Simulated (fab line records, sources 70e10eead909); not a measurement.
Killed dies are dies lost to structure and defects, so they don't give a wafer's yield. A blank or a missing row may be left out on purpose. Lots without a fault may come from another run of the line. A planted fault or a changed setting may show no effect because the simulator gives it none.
A struck lot beside a sound one | flow nand_harc | 14 steps out of a route of 1302
Sound: wafers L365.3, L365.4, L365.6. Struck: wafers L373.2, L373.4, L373.6. The cause comes at the end.
At each step with rows: each side's tool, then ch and its chambers, then its first start. Under that, the readings that differ: sound wafers | struck wafers | difference of the means | sigmas: that difference in standard deviations of wafers without a fault.
alike: readings whose means differ by less than 2 such deviations, and words and numbers that are the same on both sides. not compared: withheld readings, readings that some wafer has no value for, bounds like >300 that may hide the same value, and numbers for which the record gives no deviation and whose values overlap.
The two part at a step that has a row with sigmas, a row that says differs or no value, or rows on one side only. Numbers that don't overlap but have no deviation are shown without sigmas and don't part them. A reading that every wafer of one side lacks parts them only if that side has two wafers or more.

NHARC_A_CONTACT_ETCH_138: etches the open film in C4F8/O2/Ar, time 311 s, target depth 1914 nm.
  sound on har_cap_etch-02 ch 0,1, day 22 04:43; struck on har_cap_etch-03 ch 0,1, day 25 23:24
  not compared: rf_hours_counter_h
NHARC_A_CONTACT_ETCH_139: etches the open film in C4F8/O2/Ar, time 195 s, target depth 840 nm.
  sound on har_cap_etch-02 ch 0,1, day 22 04:59; struck on har_cap_etch-03 ch 0,1, day 25 23:40
  not compared: rf_hours_counter_h
then, 1 step without rows for these wafers: NHARC_A_CONTACT_ETCH_92 (etches the open film in CH3F/O2, target depth 40 nm, time 85.7 s).
NHARC_A_CONTACT_ETCH_98: etches the open film in C4F6/O2, target depth 20 nm, time 10 s.
  sound on rie_diel-12 ch 0,1,2, day 22 05:38; struck on rie_diel-12 ch 0,3
  alike: drypump_motor_current_A, oes_product_au, rf_vpp_V, showerhead_plenum_p_Torr, throttle_valve_pct
  not compared: rf_hours_counter_h
NHARC_A_CONTACT_CD_MEAS_15:
  sound on cd_sem-03, day 22 05:43; struck on cd_sem-03, day 26 00:27
  alike: cd_nm
then, 3 steps without rows for these wafers: NHARC_A_CONTACT_STRIP_107 (strips in N2/H2); NHARC_A_CONTACT_STRIP_108 (strips in CF4/CHF3); NHARC_A_CONTACT_STRIP_109 (strips in O2/COS).
NHARC_A_CONTACT_ETCH_110: etches the open film in CF4/O2, target depth 60 nm, overetch 6 nm, time 33 s.
  sound on rie_diel-03 ch 2,3, day 22 06:00; struck on rie_diel-03 ch 0,2,3, day 26 00:44
  reading              | sound             | struck            | difference | sigmas
  cf4_flow_sccm (sccm) | 79.52 79.66 79.92 | 80.48 80.05 80.48 | +0.64      | +3
  alike: drypump_motor_current_A, oes_ar_750_au, oes_product_au, rf_vpp_V, showerhead_plenum_p_Torr, throttle_valve_pct
  not compared: rf_hours_counter_h
NHARC_A_CONTACT_STRIP_26: strips in O2.
  sound on rie_diel-03 ch 0,1,2; struck on rie_diel-03 ch 1,3
  alike: drypump_motor_current_A, oes_product_au, rf_vpp_V, showerhead_plenum_p_Torr, throttle_valve_pct
  not compared: rf_hours_counter_h
then, 2 steps without rows for these wafers: NHARC_A_CONTACT_STRIP_27 (strips in post etch residue remover, time 600 s); NHARC_A_CONTACT_ALD_18 (deposits TiN, target thk 3 nm, pulse time 1 s, ald cycles 150).
NHARC_A_CONTACT_CVD_19: deposits W, target thk 300 nm, time 802 s.
  sound on cvd_w-01 ch 0,1, day 22 07:08; struck on cvd_w-02 ch 0,1, day 26 02:37
  alike: heater_power_w, throttle_valve_pct
NHARC_A_CONTACT_CMP_20: polishes, t overpolish 30 s, target thk 300 nm.
  sound on cmp-02 ch 0,2,3, day 22 07:48; struck on cmp-04 ch 1,2,3, day 26 03:38
  reading                | sound          | struck            | difference | sigmas
  time_to_endpoint_s (s) | 64.3 59.9 57.2 | 113.5 113.0 116.2 | +53.8      | +19
  alike: motor_current_A, overpolish_run_s

WHERE THEY PART
First at NHARC_A_CONTACT_ETCH_110; last, within this record, at NHARC_A_CONTACT_CMP_20.

WHY: what the simulator had put in
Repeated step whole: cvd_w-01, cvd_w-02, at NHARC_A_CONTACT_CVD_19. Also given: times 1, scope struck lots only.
